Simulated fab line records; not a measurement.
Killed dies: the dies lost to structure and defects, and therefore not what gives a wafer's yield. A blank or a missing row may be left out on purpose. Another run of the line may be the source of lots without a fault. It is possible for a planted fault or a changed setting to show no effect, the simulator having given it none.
fab line records    flow nandHarc
record: lots: 6  wafers: 18  lastDay: 34
route steps=1302 shown P_GATE@127 END@1302
lots untouched by any fault: they come from a run of this same line in which no faults occurred
startH: hours from the record's first day to the start of the lot's first wafer shown    waitH: how many hours have passed since the lot's step before this one    " identical to the entry in the row above    L1.1+2: a single row standing in for several wafers    - no value, or no start given    * or withheld: withheld    < > ~ a bound
route shown NAME@n: NAME is a module with steps in the file, n the number in the route of the first one    usual: the fault-free wafers' mean and standard deviation    same: alike in all rows    chamber/n: place in a boat    sites: the reading at each site    _std_site: standard deviation across them    _edge_site: the outer-site mean with the inner-site mean subtracted    radiusMm: for every site, how far away it sits from the centre of the wafer    mask NAME#n: copy n    behind: the most recent tool/chamber to have shaped the wafer    hold: what put the lot on hold/how long, in hours/how the hold closed    device: the n, p or np transistor that did not switch    end of line: the route-end tests of the same wafers    where a step has no rows: the recipe by itself    killed: count of dies lost to structure and defects at first sort (not the wafer's yield)    map: the dies of a wafer, with x for killed, . for not killed, _ for no die there
set.NAME: the run value of the setting; set.NAME@STEP: its run value at that earlier step    model.NAME: the simulator's own value behind a step, which no gauge read
certain route steps with their lots: each step a table, each wafer a row
services: when a tool's chamber went out of use (startH, in hours from the record's first day, below 0 if earlier), for how many hours, and the reason
== steps ==
step: NHARC_P_GATE_PRECLEAN_71
recipe: timeS: *  tempC: 50  bathAgeMin: 0  chemistry: SC1
step: NHARC_P_GATE_SRD_72
step: NHARC_P_GATE_OXIDE_16
recipe: targetThkA: 30  tempC: 875  oxTimeS: 392  material: SiO2
step: NHARC_P_GATE_CVD_17
recipe: targetThkA: 1500  tempC: 620  timeS: 900  material: poly-Si
step: NHARC_P_GATE_HM_DEP_102
recipe: targetThkA: 1200  tempC: 400  material: aC
usual: throttleValvePct: 35.001/0.0096
lot.wafer  tool       chamber  startH  waitH  throttleValvePct
L716.1     aclDep-03  0        103.43  1.7    34.996
L716.5     "          0        "       "      34.993
L716.6     "          0        "       "      35.002
L721.2     aclDep-02  0        153.65  0.5    35.009
L721.3     "          0        "       "      34.989
L721.5     "          0        "       "      34.995
L726.1     aclDep-01  0        200.03  4.2    35.000
L726.2     "          0        "       "      35.005
L726.5     "          0        "       "      35.002
L734.1     aclDep-01  0        275.08  0.4    35.001
L734.3     "          0        "       "      34.992
L734.6     "          0        "       "      34.998
L736.3     aclDep-01  0        296.95  1.6    35.008
L736.5     "          0        "       "      34.995
L736.6     "          0        "       "      35.013
L739.1     aclDep-03  0        322.54  3.5    34.986
L739.3     "          0        "       "      34.994
L739.5     "          0        "       "      35.001
step: NHARC_P_GATE_DEP_103
recipe: targetThkA: 300  targetThkNm: 30  tempC: 400  flowSccm: 200  rfW: 350  material: SiON
step: NHARC_P_GATE_DEHYDRATE_18
recipe: tempC: 150  timeS: 120
step: NHARC_P_GATE_HMDS_19
recipe: timeS: 30
step: NHARC_P_GATE_COAT_20
recipe: spinRpm: 1500  resistThkNm: 90
step: NHARC_P_GATE_SOFTBAKE_21
recipe: tempC: 105  timeS: 55
step: NHARC_P_GATE_EBR_22
step: NHARC_P_GATE_EXPOSE_23
recipe: na: 1.35  targetCdNm: 120  doseMj: 93.91  maskId: P_GATE
step: NHARC_P_GATE_PEB_24
recipe: pebTempC: 100  pebTimeS: 65
usual: heaterPowerTotalW: 156.6/0.43  plateTempC: 100.01/0.11
same: pebTimeS: 65
lot.wafer  tool           chamber  startH  waitH  heaterPowerTotalW  plateTempC
L716.1     lithoTrack-04  0        104.69  0.1    156.6              100.05
L716.5     "              0        "       "      156.6              100.16
L716.6     "              0        "       "      156.9              100.18
L721.2     lithoTrack-01  0        154.67  0.1    157.1              99.95
L721.3     "              0        "       "      156.9              99.83
L721.5     "              0        "       "      155.9              99.86
L726.1     lithoTrack-01  0        201.29  0.1    155.9              99.91
L726.2     "              0        "       "      156.1              100.05
L726.5     "              0        "       "      157.1              99.76
L734.1     lithoTrack-04  0        276.34  0.1    178.6              110.37
L734.3     "              0        "       "      179.1              110.03
L734.6     "              0        "       "      179.2              110.12
L736.3     lithoTrack-04  0        297.99  0.0    178.9              110.20
L736.5     "              0        "       "      178.8              110.09
L736.6     "              0        "       "      179.2              110.18
L739.1     lithoTrack-01  0        323.80  0.1    156.2              99.93
L739.3     "              0        "       "      156.6              99.88
L739.5     "              0        "       "      156.0              100.06
step: NHARC_P_GATE_DEVELOP_25
recipe: developTimeS: 35  devTempC: 23
step: NHARC_P_GATE_CD_MEAS_26
recipe: targetCdNm: 120  landingEnergyEv: 500
usual: cdNm: 119.8/0.53
lot.wafer  tool      chamber  startH  waitH  cdNm
L716.1     cdSem-02  0        104.77  -      119.8
L716.5     "         0        "       "      120.3
L716.6     "         0        "       "      119.6
L721.2     cdSem-01  0        154.75  -      119.7
L721.3     "         0        "       "      120.7
L721.5     "         0        "       "      120.3
L726.1     cdSem-02  0        201.37  -      120.1
L726.2     "         0        "       "      120.9
L726.5     "         0        "       "      119.9
L734.1     cdSem-02  0        276.42  -      90.9
L734.3     "         0        "       "      90.9
L734.6     "         0        "       "      91.0
L736.3     cdSem-01  0        298.08  -      91.1
L736.5     "         0        "       "      90.8
L736.6     "         0        "       "      91.6
L739.1     cdSem-02  0        323.88  -      120.8
L739.3     "         0        "       "      120.1
L739.5     "         0        "       "      120.3
step: NHARC_P_GATE_OVL_MEAS_27
usual: overlayXNm: 0.1/0.95  overlayYNm: -0.3/0.79
lot.wafer  tool        chamber  startH  waitH  overlayXNm  overlayYNm
L716.1     overlay-01  -        104.86  -      2.6         -0.2
L716.5     "           -        "       "      2.2         0.3
L716.6     "           -        "       "      2.4         0.1
L721.2     overlay-02  -        154.83  -      1.4         -1.7
L721.3     "           -        "       "      1.0         -1.4
L721.5     "           -        "       "      1.1         -1.8
L726.1     overlay-01  -        201.46  -      -0.4        -1.7
L726.2     "           -        "       "      -0.3        -1.0
L726.5     "           -        "       "      -0.1        -1.1
L734.1     overlay-02  -        276.51  -      -1.0        1.0
L734.3     "           -        "       "      -0.7        0.8
L734.6     "           -        "       "      -0.7        0.9
L736.3     overlay-02  -        298.16  -      1.3         0.1
L736.5     "           -        "       "      1.7         0.3
L736.6     "           -        "       "      1.4         0.8
L739.1     overlay-01  -        323.96  -      0.1         0.6
L739.3     "           -        "       "      0.5         0.4
L739.5     "           -        "       "      0.6         0.8
step: NHARC_P_GATE_INSPECT_28
usual: rawDefectCount: 5.6/2.8
lot.wafer  tool              chamber  startH  waitH  rawDefectCount
L716.1     defectInspect-01  -        104.89  0.0    6
L716.5     "                 -        "       "      4
L716.6     "                 -        "       "      5
L721.2     defectInspect-01  -        154.87  0.0    3
L721.3     "                 -        "       "      5
L721.5     "                 -        "       "      6
L726.1     defectInspect-02  -        201.50  0.0    0
L726.2     "                 -        "       "      8
L726.5     "                 -        "       "      6
L734.1     defectInspect-02  -        276.55  0.0    9
L734.3     "                 -        "       "      6
L734.6     "                 -        "       "      3
L736.3     defectInspect-02  -        298.20  0.0    13
L736.5     "                 -        "       "      2
L736.6     "                 -        "       "      7
L739.1     defectInspect-01  -        324.00  0.0    5
L739.3     "                 -        "       "      2
L739.5     "                 -        "       "      5
step: NHARC_P_GATE_DESCUM_31
recipe: timeS: 3  o2FlowSccm: 200  arFlowSccm: 0  biasPowerW: 0  chemistry: O2
usual: drypumpMotorCurrentA: 5.7/0.43  oesProductAu: 0.998/0.0079  rfVppV: 57.7/0.97  showerheadPlenumPTorr: 1.92/0.068  throttleValvePct: 11.311/0.0092
lot.wafer  tool        chamber  startH  waitH  drypumpMotorCurrentA  oesProductAu  rfHoursCounterH  rfVppV  showerheadPlenumPTorr  throttleValvePct  model.P_GATE.cdNm
L716.1     rieDiel-06  0        104.96  0.1    4.7                   0.984         10               57.9    1.87                   11.304            119.9
L716.5     "           0        "       "      4.7                   0.985         -                57.0    1.87                   11.308            120.1
L716.6     "           1        "       "      6.0                   0.998         -                58.6    1.95                   11.326            119.2
L721.2     rieDiel-06  3        154.93  0.1    6.0                   0.993         1                58.0    1.99                   11.305            119.5
L721.3     "           0        "       "      4.7                   0.987         0                56.5    1.87                   11.318            120.3
L721.5     "           0        "       "      4.7                   0.999         -                56.8    1.87                   11.306            120
L726.1     rieDiel-08  0        201.56  0.1    5.9                   1.000         1                57.5    2.04                   11.312            120.6
L726.2     "           3        "       "      6.1                   0.975         0                59.6    1.93                   11.299            120.9
L726.5     "           0        "       "      5.8                   1.000         -                57.9    2.04                   11.320            120.1
L734.1     rieDiel-04  0        276.61  0.1    5.8                   0.998         4                57.8    1.82                   11.302            91.21
L734.3     "           1        "       "      6.2                   0.991         3                58.5    1.89                   11.318            91
L734.6     "           0        "       "      5.8                   1.001         -                57.2    1.82                   11.311            90.73
L736.3     rieDiel-04  3        298.27  0.1    5.1                   1.001         6                58.5    1.99                   11.313            91
L736.6     "           1        "       "      6.2                   0.994         -                58.8    1.89                   11.305            91.47
L736.5     "           2        "       "      5.6                   0.988         -                59.2    1.97                   11.311            91.04
L739.3     rieDiel-06  1        324.07  0.1    6.0                   1.002         0                57.7    1.95                   11.307            120.3
L739.1     "           3        "       "      6.0                   1.009         0                58.3    1.99                   11.311            120.2
L739.5     "           0        "       "      4.7                   0.990         -                55.8    1.87                   11.301            120.2
step: NHARC_P_GATE_ETCH_104
recipe: targetDepthA: 600  timeS: withheld  cf4FlowSccm: 100  chf3FlowSccm: 30  arFlowSccm: 0  rfW: 500  biasW: 200  chemistry: CF4/CHF3
usual: drypumpMotorCurrentA: 5.7/0.43  oesProductAu: 0.947/0.021  rfFwdPowerW: 492.9/2.5  rfVppV: 370.7/1.9  showerheadPlenumPTorr: 1.58/0.052  throttleValvePct: 16.803/0.0092
lot.wafer  tool        chamber  startH  waitH  drypumpMotorCurrentA  oesProductAu  rfFwdPowerW  rfVppV  showerheadPlenumPTorr  throttleValvePct
L716.1     rieDiel-06  3        105.05  0.1    6.0                   0.931         493.6        373.7   1.63                   16.809
L716.5     "           1        "       "      6.1                   0.925         493.8        371.4   1.60                   16.802
L716.6     "           2        "       "      5.8                   0.924         497.4        372.3   1.61                   16.821
L721.2     rieDiel-06  0        155.02  0.1    4.7                   0.958         494.7        369.4   1.54                   16.782
L721.3     "           1        "       "      6.0                   0.994         494.3        369.8   1.60                   16.797
L721.5     "           1        "       "      6.0                   0.980         494.5        371.7   1.60                   16.812
L726.2     rieDiel-08  1        201.64  0.1    5.5                   0.951         488.4        369.6   1.52                   16.807
L726.1     "           2        "       "      5.5                   0.975         493.3        368.1   1.51                   16.802
L726.5     "           1        "       "      5.5                   0.957         486.9        369.0   1.52                   16.784
L734.1     rieDiel-04  2        276.70  0.1    5.6                   0.978         492.5        373.0   1.62                   16.795
L734.3     "           3        "       "      5.1                   0.972         492.1        372.0   1.63                   16.818
L734.6     "           1        "       "      6.1                   0.950         494.4        370.1   1.55                   16.790
L736.3     rieDiel-04  1        298.35  0.1    6.2                   0.911         494.4        371.0   1.55                   16.810
L736.6     "           0        "       "      5.8                   0.918         494.6        369.3   1.50                   16.816
L736.5     "           1        "       "      6.2                   0.930         492.9        367.6   1.55                   16.805
L739.3     rieDiel-06  1        324.15  0.1    6.0                   0.954         494.7        371.0   1.60                   16.809
L739.1     "           2        "       "      5.8                   0.978         494.1        371.4   1.61                   16.799
L739.5     "           2        "       "      5.8                   0.964         493.5        371.9   1.61                   16.798
step: NHARC_P_GATE_HM_OPEN_105
recipe: targetDepthA: 3600  o2FlowSccm: 400  cosFlowSccm: 20  arFlowSccm: 0  rfW: 500  biasW: 300  chemistry: O2/COS
usual: drypumpMotorCurrentA: 5.7/0.45  oesProductAu: 0.998/0.007  rfFwdPowerW: 497.9/1.6  rfVppV: 467.3/2.4  showerheadPlenumPTorr: 3.13/0.1  throttleValvePct: 28.330/0.0086
lot.wafer  tool        chamber  startH  waitH  drypumpMotorCurrentA  oesProductAu  rfFwdPowerW  rfHoursCounterH  rfVppV  showerheadPlenumPTorr  throttleValvePct
L716.1     rieDiel-06  1        -       -      6.0                   1.005         496.4        8                468.7   3.18                   28.323
L716.5     "           2        "       "      5.8                   0.988         498.5        -                468.5   3.20                   28.333
L716.6     "           3        "       "      6.0                   1.004         500.0        -                470.0   3.24                   28.328
L721.2     rieDiel-06  3        -       -      6.0                   1.002         496.9        1                469.2   3.24                   28.325
L721.3     "           1        "       "      6.1                   1.006         497.4        0                468.9   3.18                   28.324
L721.5     "           3        "       "      6.0                   1.000         495.3        -                471.2   3.24                   28.325
L726.1     rieDiel-08  0        -       -      5.8                   0.992         496.4        1                470.7   3.31                   28.330
L726.2     "           1        "       "      5.5                   0.976         498.1        1                464.7   3.02                   28.321
L726.5     "           3        "       "      6.1                   0.988         500.7        -                467.6   3.15                   28.340
L734.3     rieDiel-04  3        -       -      5.2                   0.989         495.8        4                469.8   3.24                   28.313
L734.1     "           1        "       "      6.2                   0.996         498.4        3                466.5   3.08                   28.326
L734.6     "           3        "       "      5.1                   0.999         496.4        -                470.6   3.24                   28.329
L736.3     rieDiel-04  3        -       -      5.2                   1.001         495.1        6                470.4   3.24                   28.340
L736.6     "           0        "       "      5.8                   1.006         494.7        -                465.2   2.98                   28.330
L736.5     "           1        "       "      6.2                   0.992         499.5        -                464.8   3.08                   28.337
L739.1     rieDiel-06  2        -       -      5.8                   1.005         497.9        0                468.5   3.19                   28.316
L739.3     "           3        "       "      6.0                   1.004         499.0        0                470.3   3.24                   28.329
L739.5     "           1        "       "      6.0                   0.997         498.1        -                467.4   3.17                   28.329
step: NHARC_P_GATE_STRIP_106
recipe: o2FlowSccm: 400  cosFlowSccm: 20  arFlowSccm: 0  biasW: 0  chemistry: O2/COS
step: NHARC_P_GATE_ETCH_114
recipe: targetDepthA: 300  overetchA: 30  timeS: 16.5  ionEnergyEv: 100  cf4FlowSccm: 80  o2FlowSccm: 20  arFlowSccm: 0  rfW: 300  biasW: 100  chemistry: CF4/O2
usual: drypumpMotorCurrentA: 5.7/0.42  oesProductAu: 0.998/0.0078  rfFwdPowerW: 294.6/1.4  rfVppV: 197.9/1.2  showerheadPlenumPTorr: 1.34/0.046  throttleValvePct: 13.397/0.0096
lot.wafer  tool        chamber  startH  waitH  drypumpMotorCurrentA  oesProductAu  rfFwdPowerW  rfHoursCounterH  rfVppV  showerheadPlenumPTorr  throttleValvePct
L716.1     rieDiel-06  2        -       -      5.8                   1.004         294.0        10               199.1   1.37                   13.382
L716.5     "           0        "       "      4.7                   0.996         293.9        -                198.0   1.31                   13.412
L716.6     "           1        "       "      6.0                   1.003         294.4        -                198.3   1.36                   13.396
L721.2     rieDiel-06  1        -       -      6.0                   0.995         295.2        0                198.3   1.36                   13.378
L721.3     "           2        "       "      5.7                   0.997         296.5        1                198.1   1.37                   13.396
L721.5     "           0        "       "      4.7                   0.993         292.4        -                197.5   1.31                   13.396
L726.1     rieDiel-08  3        -       -      6.1                   1.003         295.5        1                198.5   1.35                   13.400
L726.2     "           1        "       "      5.5                   1.002         293.9        1                197.2   1.29                   13.390
L726.5     "           0        "       "      5.9                   1.003         293.1        -                199.6   1.42                   13.384
L734.1     rieDiel-04  0        -       -      5.8                   1.006         295.3        4                196.4   1.27                   13.390
L734.3     "           2        "       "      5.6                   0.994         296.1        4                199.3   1.38                   13.396
L734.6     "           1        "       "      6.2                   0.996         292.8        -                196.0   1.32                   13.398
L736.3     rieDiel-04  2        -       -      5.6                   0.986         295.9        6                198.3   1.38                   13.410
L736.5     "           0        "       "      5.8                   0.992         294.8        -                197.4   1.27                   13.411
L736.6     "           1        "       "      6.2                   0.985         294.3        -                196.7   1.32                   13.407
L739.3     rieDiel-06  1        -       -      6.1                   1.000         294.6        0                199.6   1.36                   13.401
L739.1     "           0        "       "      4.7                   1.004         296.6        0                196.4   1.30                   13.412
L739.5     "           1        "       "      6.1                   1.000         294.0        -                198.1   1.36                   13.382
step: NHARC_P_GATE_ETCH_32
recipe: targetDepthA: 1500  overEtchFrac: 1  overEtchIonEnergyEv: 40  timeS: 100.1  hbrFlowSccm: 150  cl2FlowSccm: 50  rfW: 400  icpW: 400  biasW: 100  chemistry: HBr/Cl2
usual: drypumpMotorCurrentA: 5.8/0.37  heBacksideLeakSccm: 2.71/0.27  oesProductAu: 0.999/0.0067  rfFwdPowerW: 396.9/1.6  throttleValvePct: 26.406/0.0092
lot.wafer  tool      chamber  startH  waitH  drypumpMotorCurrentA  heBacksideLeakSccm  oesProductAu  rfFwdPowerW  rfHoursCounterH  throttleValvePct  model.P_GATE.cdNm
L716.1     rieSi-01  2        105.45  -      6.1                   2.41                1.006         396.4        0.45             26.413            121.2
L716.6     "         0        "       "      5.9                   3.12                1.014         399.9        -                26.403            115.6
L716.5     "         1        "       "      5.3                   2.92                1.004         395.7        -                26.412            120.3
L721.3     rieSi-06  3        155.39  -      5.8                   2.66                0.997         400.4        0.49             26.379            120.4
L721.2     "         2        "       "      5.5                   2.74                0.989         398.3        0.56             26.403            121
L721.5     "         0        "       "      5.4                   2.42                0.994         399.9        -                26.413            118.1
L726.1     rieSi-04  3        202.02  -      6.2                   2.96                1.009         397.0        0.23             26.403            122.2
L726.2     "         0        "       "      6.3                   2.51                1.010         397.3        0.23             26.403            125.7
L726.5     "         3        "       "      6.2                   2.90                1.003         398.3        -                26.415            121.8
L734.1     rieSi-01  1        277.10  -      5.3                   3.11                0.994         396.8        0.45             26.399            90.99
L734.3     "         2        "       "      6.1                   2.44                0.999         397.0        0.40             26.415            90.72
L734.6     "         3        "       "      5.3                   2.43                0.983         398.0        -                26.400            93.88
L736.3     rieSi-06  0        298.75  -      5.4                   2.46                1.003         397.5        0.23             26.410            91.86
L736.5     "         2        "       "      5.5                   2.66                1.005         396.1        -                26.389            89.43
L736.6     "         3        "       "      5.8                   2.61                1.001         396.0        -                26.417            89.82
L739.1     rieSi-01  2        324.64  -      6.1                   2.44                0.991         395.5        0.70             26.410            118.3
L739.3     "         3        "       "      5.3                   2.38                0.996         395.0        0.71             26.416            119.9
L739.5     "         1        "       "      5.3                   3.05                1.000         395.7        -                26.402            119.4
step: NHARC_P_GATE_STRIP_108
recipe: o2FlowSccm: 500  arFlowSccm: 0  biasW: 0  chemistry: O2
usual: drypumpMotorCurrentA: 5.7/0.42  oesProductAu: 0.997/0.0083  rfVppV: 57.9/0.83  showerheadPlenumPTorr: 3.54/0.12  throttleValvePct: 17.036/0.009
lot.wafer  tool        chamber  startH  waitH  drypumpMotorCurrentA  oesProductAu  rfHoursCounterH  rfVppV  showerheadPlenumPTorr  throttleValvePct
L716.1     rieDiel-08  1        105.58  -      5.5                   0.999         4.0              56.8    3.42                   17.040
L716.6     "           1        "       "      5.5                   0.991         -                57.9    3.42                   17.043
L716.5     "           2        "       "      5.5                   1.003         -                57.9    3.38                   17.040
L721.2     rieDiel-04  2        155.57  -      5.7                   0.980         7.6              57.5    3.64                   17.029
L721.3     "           3        "       "      5.1                   0.990         6.6              58.5    3.67                   17.047
L721.5     "           1        "       "      6.2                   0.993         -                58.4    3.49                   17.037
L726.1     rieDiel-04  1        202.18  -      6.2                   0.990         0.2              57.2    3.48                   17.014
L726.2     "           0        "       "      5.8                   0.999         0.2              57.7    3.37                   17.034
L726.5     "           2        "       "      5.7                   0.995         -                58.9    3.64                   17.040
L734.3     rieDiel-08  2        277.23  -      5.5                   1.002         4.0              57.8    3.38                   17.029
L734.1     "           0        "       "      5.9                   0.991         5.0              59.2    3.74                   17.034
L734.6     "           3        "       "      6.1                   0.994         -                57.2    3.56                   17.030
L736.3     rieDiel-04  1        298.89  -      6.2                   0.992         5.7              58.0    3.48                   17.031
L736.5     "           0        "       "      5.8                   1.002         -                57.9    3.37                   17.021
L736.6     "           1        "       "      6.2                   0.997         -                59.1    3.48                   17.027
L739.1     rieDiel-08  3        324.79  -      6.1                   0.998         8.0              58.8    3.56                   17.020
L739.3     "           1        "       "      5.5                   1.002         7.3              59.2    3.41                   17.028
L739.5     "           3        "       "      6.1                   1.001         -                56.7    3.56                   17.035
step: NHARC_END_SORT_01
recipe: tempC: 25
usual: killedAtArray: 56/21  killedAtOther: 1.2/1.6  killedAtPeriphery: 3.7/2.5  killedDies: 61/21  killedOpen: 3.1/1.8  killedShort: 2.8/1.7
same: grossDies: 677
lot.wafer  tool       chamber  startH  waitH  killedAtArray  killedAtOther  killedAtPeriphery  killedDies  killedOpen  killedShort
L734.1     prober-01  0        738.78  2.5    59             0              600                659         3           1
L734.3     prober-01  0        740.40  3.1    65             3              592                660         0           3
L734.6     prober-01  0        742.83  4.0    47             1              560                608         8           4
L736.3     prober-01  0        774.03  3.1    90             3              565                658         1           8
L736.5     prober-01  0        775.64  3.7    71             2              586                659         4           3
L736.6     prober-01  0        776.44  4.0    79             3              577                659         3           4
killed by level:class
L734.1 P_GATE:areaPeb=595 A_SLIT:chamberFilmFlake=29 A_CHANNEL_HOLE_D1:chamberFilmFlake=5 A_M1:chamberFilmFlake=4 A_SGD_CUT:chamberFilmFlake=4 A_DECK1_JOINT:chamberFilmFlake=3 A_STAIRCASE:chamberFilmFlake=3 P_M1:chamberFilmFlake=2
L734.3 P_GATE:areaPeb=591 A_SLIT:chamberFilmFlake=41 A_CHANNEL_HOLE_D1:chamberFilmFlake=14 A_CONTACT:chamberFilmFlake=4 THIN_TSV:chamberFilmFlake=2 A_DECK1_JOINT:geometricParticle:short=1 A_M0:geometricParticle:short=1 STARTING-WAFER:geometricParticle:short=1
L734.6 P_GATE:areaPeb=554 A_SLIT:chamberFilmFlake=25 A_CHANNEL_HOLE_D1:chamberFilmFlake=7 A_CONTACT:chamberFilmFlake=4 P_GATE:geometricParticle:open=2 A_CHANNEL_FILL_D1:geometricParticle:open=2 P_BONDPAD:chamberFilmFlake=2 P_M0:geometricParticle:open=1
L736.3 P_GATE:areaPeb=563 A_SLIT:chamberFilmFlake=29 A_CHANNEL_HOLE_D2:chamberFilmFlake=23 A_CHANNEL_HOLE_D1:chamberFilmFlake=13 A_CONTACT:chamberFilmFlake=11 A_M1:geometricParticle:short=3 THIN_TSV:chamberFilmFlake=3 A_M0:chamberFilmFlake=2
L736.5 P_GATE:areaPeb=581 A_SLIT:chamberFilmFlake=30 A_CHANNEL_HOLE_D2:chamberFilmFlake=18 A_CHANNEL_HOLE_D1:chamberFilmFlake=8 A_CONTACT:chamberFilmFlake=8 A_WL_FILL:geometricParticle:open=2 THIN_TSV:chamberFilmFlake=2 P_GATE:geometricParticle:short=1
L736.6 P_GATE:areaPeb=573 A_SLIT:chamberFilmFlake=27 A_CHANNEL_HOLE_D2:chamberFilmFlake=25 A_CHANNEL_HOLE_D1:chamberFilmFlake=15 A_CONTACT:chamberFilmFlake=5 THIN_TSV:chamberFilmFlake=3 P_CONTACT:geometricParticle:short=1 P_CONTACT:geometricParticle:open=1
map L734.3 (x killed, . not)
____________x____________
_________xxxxxxx_________
_______xxxxxxxxxxx_______
______xxxxxxxxxxxxx______
_____xxxxxxxxxxxxxxx_____
____xxxxxxxxxxxxxxxxx____
____xxxxxxxxxxxxxxxxx____
___xxxxxxxxxxxxxxxxxxx___
___xxxxxxxxxxxxxxxxxxx___
__xxxxxxxxx.xxxxxxxxxxx__
__xxxxxxxxxxxxxxxxxxxxx__
_xxxxxxxxx.xxxxxxxxxxxxx_
_xxxxxxxxxxxxxxx.xxxxxxx_
_xxxxxxxxxxxxxxx.xxxxxxx_
_xxxxxxxxxx.xxx.xxxxxxxx_
_xxxxxxxxxx.xxxxxxxxxxxx_
xxxxxxxxxxxxxxxxx.xxxxxxx
xxxxxxxxx.xxxxx.xxxxxxxxx
xxxxxxxxxxxxxxxxxxxxxxxxx
xxxxxxxxxxxx..xxxxxxxxxxx
xxxxxxxx.x..xxxxxxxxxxxxx
_xxxxxxxxxxxxx.xxxxxxxxx_
_xxxxxxxxxxxxxxxxxxxxxxx_
_xxxxxxxxxxxxxxxxxxxxxxx_
_xxx.xxxxxxxxxxxxxxxxxxx_
_xxxxxxxxxxxxxxxxxxxxxxx_
__xxxxxxxxxxxxxxxxxxxxx__
__xxxxxxxxxxxxxxxxxxxxx__
___xxxxxxxxxxxxxxxxxxx___
___xxxxxxxxxxxxxxxxxxx___
____xxxxxxxxxxxxxxxxx____
____xxxxxxxxxxxxxxxxx____
_____xxxxxxxxxxxxxxx_____
______xxxxxxxxxxxxx______
_______xxxxxxxxxxx_______
_________xxxxxxx_________
____________x____________
map L736.5 (x killed, . not)
____________x____________
_________xxxxxxx_________
_______xxxxxxxxxxx_______
______xxxxxxxxxxxxx______
_____xxxxxxxxxxxxxxx_____
____xxxxxxxxxxxxxxxxx____
____xxxxxxxxxxxxxxxxx____
___xxxxxxxxxxxxxxxxxxx___
___xxxxxxxxxxxxxxxxxxx___
__xxxxxxxxxxxx.xxxxxxxx__
__xxxxxxxxx.xxxxxxxxxxx__
_xxxxxxxxxx.xxxx.xxxxxxx_
_xxxxxxxxx.xxxxxxxxxxxxx_
_xxxxxxxx.xxxx.xxxxxxxxx_
_xxxxxxxxxxxx.xxxxxxxxxx_
_xxxxxxxx.xx.xxxxxxxxxxx_
xxxxxxxxxxxxxx.xxxxxxxxxx
xxxxxxx.xxx.xxxxxxxxxxxxx
xxxxxxxxxxxxxxxxxxxxxxxxx
xxxxxxxxxxxxxxxxxxxxxxxxx
xxxxxxxxxxxxxxxx.xxxxxxxx
_xxxxxxxxxxxxxx.xxxxxxxx_
_xxxxxxxxxxxxxxxxx.xxxxx_
_xxxxxxxxxxx.xxxxxxxxxxx_
_xxxxxxxxxxxxxxxxxxxxxxx_
_xxxxxxxxxxxxxxxxxxxxxxx_
__xxxxxxxxxxxxxxxxxxxxx__
__xxxxxxxxxxxxxxxxxxxxx__
___xxxxxxxxxxxxxxxxxxx___
___xxxxxxxxxx.xxxxxxxx___
____xxxxxxxxxxxxxxxxx____
____xxxxxxxxxxxxxxxxx____
_____xxxxxxxxxxxxxxx_____
______xxxxxxxxxxxxx______
_______xxxxxxxxxxx_______
_________xxxxxxx_________
____________x____________
== services ==
tool           chamber  startH  hours  kind
rieSi-01       3        109.82  2.3    repair
aclDep-03      -        119.81  13.0   pm
rieDiel-06     -        130.20  9.0    pm
rieDiel-08     0        147.02  23.0   repair
lithoTrack-01  -        155.00  7.0    pm
rieDiel-04     -        164.10  0.3    repair
rieDiel-06     2        166.11  20.1   repair
rieSi-01       -        167.33  0.8    repair
rieDiel-08     3        175.05  12.2   repair
rieDiel-04     -        177.90  9.0    pm
rieDiel-08     2        180.09  9.1    repair
rieDiel-06     1        185.32  13.0   repair
aclDep-01      -        187.03  13.0   pm
rieDiel-08     -        191.47  9.0    pm
rieSi-01       -        193.02  9.0    pm
lithoTrack-04  -        203.00  7.0    pm
rieDiel-04     0        206.37  1.6    repair
rieDiel-04     3        218.29  5.2    repair
rieSi-01       3        227.84  1.4    repair
rieDiel-04     -        231.93  2.4    repair
rieDiel-08     1        248.51  4.1    repair
rieSi-01       1        255.22  9.4    repair
rieDiel-06     1        294.07  1.2    repair
rieDiel-06     -        307.20  9.0    pm
== key ==
firstSign: step: NHARC_P_GATE_PEB_24  reading: plateTempC  direction: up  sigmas: 91  usual: *  struck: *
effect: step: NHARC_P_GATE_PEB_24  reading: heaterPowerTotalW  direction: up  sigmas: 52  usual: *  struck: *
effect: step: NHARC_P_GATE_CD_MEAS_26  reading: cdNm  direction: down  sigmas: 55  usual: 119.8  struck: 91.1
effect: step: NHARC_END_SORT_01  reading: killedAtPeriphery  direction: up  sigmas: 99+  usual: 3.7  struck: 580
modelEffect: step: NHARC_P_GATE_DESCUM_31  value: P_GATE.cdNm  without: 119.5  struck: 91.08
modelEffect: step: NHARC_P_GATE_ETCH_32  value: P_GATE.cdNm  without: 119.6  struck: 91.12
moreKillsBornAt: NHARC_P_GATE_PEB_24@lithoTrack-04: 3457
metAt NHARC_P_GATE_PEB_24
struckWafers L734.1,L734.3,L734.6,L736.3,L736.5,L736.6
laterRowsLeftOut L734.1,L734.3,L734.6,L736.3,L736.5,L736.6
testerLeftOut L734,L736
onsetBetween 104.69 276.34
fault: kind: processParameterDrift  tool: lithoTrack-04  chamber: -  onsetH: 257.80  steps: NHARC_P_GATE_PEB_24  channel: pebTempC  offset: *  shape: step  endH: 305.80  actsIn: *  stated: *
testerLeftOut: of these lots the tester's yield and bins aren't shown, on N5 and GAA mostly nor the transistor test; their killed dies are dies lost to structure and defects alone, not to doping, threshold or leakage, so they don't give the yield
laterRowsLeftOut: the simulator's readings of these wafers behind a module that went badly wrong aren't trusted and aren't shown, but for the sort
